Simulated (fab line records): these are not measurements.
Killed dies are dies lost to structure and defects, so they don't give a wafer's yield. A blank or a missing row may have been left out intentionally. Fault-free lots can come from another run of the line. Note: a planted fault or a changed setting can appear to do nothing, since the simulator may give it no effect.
Commonality check across tools :: flow nandHarc :: Sample size 5 lots and 14 wafers

## WHY IT WAS OPENED
Flagged at NHARC_END_SORT_01: reading killedAtArray, on 2 of 5 lots. Wafers without a fault read 58, standard deviation 18.
Rule: a lot gets a flag if all its wafers with a number sit over 4 standard deviations from that mean, or if no wafer of it has a number. The other lots count as sound.

lot: L211
measured: day 25 17:06
on: prober-02
killedAtArray, wafer by wafer: 43 49 36
flag: 

lot: L221
measured: day 28 23:22
on: prober-02
killedAtArray, wafer by wafer: 56 63 55
flag: 

lot: L227
measured: day 33 01:08
on: prober-01
killedAtArray, wafer by wafer: 670 674
flag: FLAGGED

lot: L229
measured: day 33 08:45
on: prober-02
killedAtArray, wafer by wafer: 673 672 663
flag: FLAGGED

lot: L230
measured: day 33 09:34
on: prober-01
killedAtArray, wafer by wafer: 33 41 46
flag: 
The numbers of the flagged lots are 670 on average: +612 against the usual, or +34 standard deviations.

## TOOL THAT RAN EACH LOT
Before the reading, the record contains 4 process steps out of a 1302-step route. Cell contents, in order: the tool; ch with the chambers the sampled wafers went through; the start.
lot: L211
flag: 
NHARC_A_CONTACT_ETCH_124: harCapEtch-01 ch 0, day 23 02:17
NHARC_A_CONTACT_ETCH_130: harCapEtch-01 ch 0, day 23 03:22
NHARC_A_CONTACT_ETCH_106: rieDiel-12 ch 1,3, day 23 05:15
NHARC_A_CONTACT_DEP_85: pecvd-04 ch 0,1,2, day 23 07:48

lot: L221
flag: 
NHARC_A_CONTACT_ETCH_124: harCapEtch-01 ch 0,1, day 26 09:42
NHARC_A_CONTACT_ETCH_130: harCapEtch-01 ch 0,1, day 26 10:47
NHARC_A_CONTACT_ETCH_106: rieDiel-12 ch 1,2, day 26 12:35
NHARC_A_CONTACT_DEP_85: pecvd-03 ch 0,1, day 26 17:59

lot: L227
flag: FLAGGED
NHARC_A_CONTACT_ETCH_124: harCapEtch-01 ch 0, day 30 06:57
NHARC_A_CONTACT_ETCH_130: harCapEtch-01 ch 0, day 30 08:02
NHARC_A_CONTACT_ETCH_106: rieDiel-12 ch 1,2, day 30 09:49
NHARC_A_CONTACT_DEP_85: pecvd-04 ch 0,2, day 30 12:23

lot: L229
flag: FLAGGED
NHARC_A_CONTACT_ETCH_124: harCapEtch-02 ch 0,1, day 30 18:01
NHARC_A_CONTACT_ETCH_130: harCapEtch-02 ch 0,1, day 30 19:06
NHARC_A_CONTACT_ETCH_106: rieDiel-13 ch 0,2,3, day 30 21:02
NHARC_A_CONTACT_DEP_85: pecvd-04 ch 1,2, day 31 00:56

lot: L230
flag: 
NHARC_A_CONTACT_ETCH_124: harCapEtch-03 ch 1, day 30 23:08
NHARC_A_CONTACT_ETCH_130: harCapEtch-03 ch 1, day 31 00:13
NHARC_A_CONTACT_ETCH_106: rieDiel-12 ch 2,3, day 31 02:48
NHARC_A_CONTACT_DEP_85: pecvd-02 ch 0,2, day 31 07:50
What these steps do:
- NHARC_A_CONTACT_ETCH_124: etches the open film in C4F8/O2/Ar, time 140 s, target depth 700 nm.
- NHARC_A_CONTACT_ETCH_130: etches the open film in C4F8/O2/Ar, time 197 s, target depth 1918 nm.
- NHARC_A_CONTACT_ETCH_106: etches the open film in CF4/O2, target depth 90 nm, overetch 9 nm, time 49.5 s.
- NHARC_A_CONTACT_DEP_85: deposits SiON, target thk 60 nm.
- NHARC_END_SORT_01

## FLAGGED AGAINST TOTAL, ONE TOOL AT A TIME (gauges that did the reading follow at the end)
step: NHARC_A_CONTACT_ETCH_124
tool: harCapEtch-01
lots run: 3
flagged: 1
share of the flagged lots: some
sound lots run after its first flagged lot: 0

step: NHARC_A_CONTACT_ETCH_124
tool: harCapEtch-02
lots run: 1
flagged: 1
share of the flagged lots: some
sound lots run after its first flagged lot: 0

step: NHARC_A_CONTACT_ETCH_124
tool: harCapEtch-03
lots run: 1
flagged: 0
share of the flagged lots: none
sound lots run after its first flagged lot: -

step: NHARC_A_CONTACT_ETCH_130
tool: harCapEtch-01
lots run: 3
flagged: 1
share of the flagged lots: some
sound lots run after its first flagged lot: 0

step: NHARC_A_CONTACT_ETCH_130
tool: harCapEtch-02
lots run: 1
flagged: 1
share of the flagged lots: some
sound lots run after its first flagged lot: 0

step: NHARC_A_CONTACT_ETCH_130
tool: harCapEtch-03
lots run: 1
flagged: 0
share of the flagged lots: none
sound lots run after its first flagged lot: -

step: NHARC_A_CONTACT_ETCH_106
tool: rieDiel-12
lots run: 4
flagged: 1
share of the flagged lots: some
sound lots run after its first flagged lot: 1 (L230)

step: NHARC_A_CONTACT_ETCH_106
tool: rieDiel-13
lots run: 1
flagged: 1
share of the flagged lots: some
sound lots run after its first flagged lot: 0

step: NHARC_A_CONTACT_DEP_85
tool: pecvd-02
lots run: 1
flagged: 0
share of the flagged lots: none
sound lots run after its first flagged lot: -

step: NHARC_A_CONTACT_DEP_85
tool: pecvd-03
lots run: 1
flagged: 0
share of the flagged lots: none
sound lots run after its first flagged lot: -

step: NHARC_A_CONTACT_DEP_85
tool: pecvd-04
lots run: 3
flagged: 2
share of the flagged lots: all
sound lots run after its first flagged lot: 0

step: NHARC_END_SORT_01
tool: prober-01
lots run: 2
flagged: 1
share of the flagged lots: some
sound lots run after its first flagged lot: 1 (L230)

step: NHARC_END_SORT_01
tool: prober-02
lots run: 3
flagged: 1
share of the flagged lots: some
sound lots run after its first flagged lot: 0

## WHAT THE TABLE PERMITS
In the table, 1 row covers all flagged lots: pecvd-04 at NHARC_A_CONTACT_DEP_85.
- pecvd-04 at NHARC_A_CONTACT_DEP_85 ran 3 lots, 2 of them flagged. A fault beginning between L211 (day 23 07:48), its last sound lot, and L227 (day 30 12:23), its first flagged one, fits the data. On the flagged lots its readings are blank where sound lots have values: chamberPressureTorr, heaterPowerOuterW, heaterPowerW, susceptorTempC.
Left over: one tool, pecvd-04 at NHARC_A_CONTACT_DEP_85.

## WHAT THE SIMULATOR HAD PUT IN
Entire step skipped (pecvd-04, NHARC_A_CONTACT_DEP_85), from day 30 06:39 onward. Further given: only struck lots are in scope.
Struck lots among those shown: L227, L229. The rule above reached the same finding.
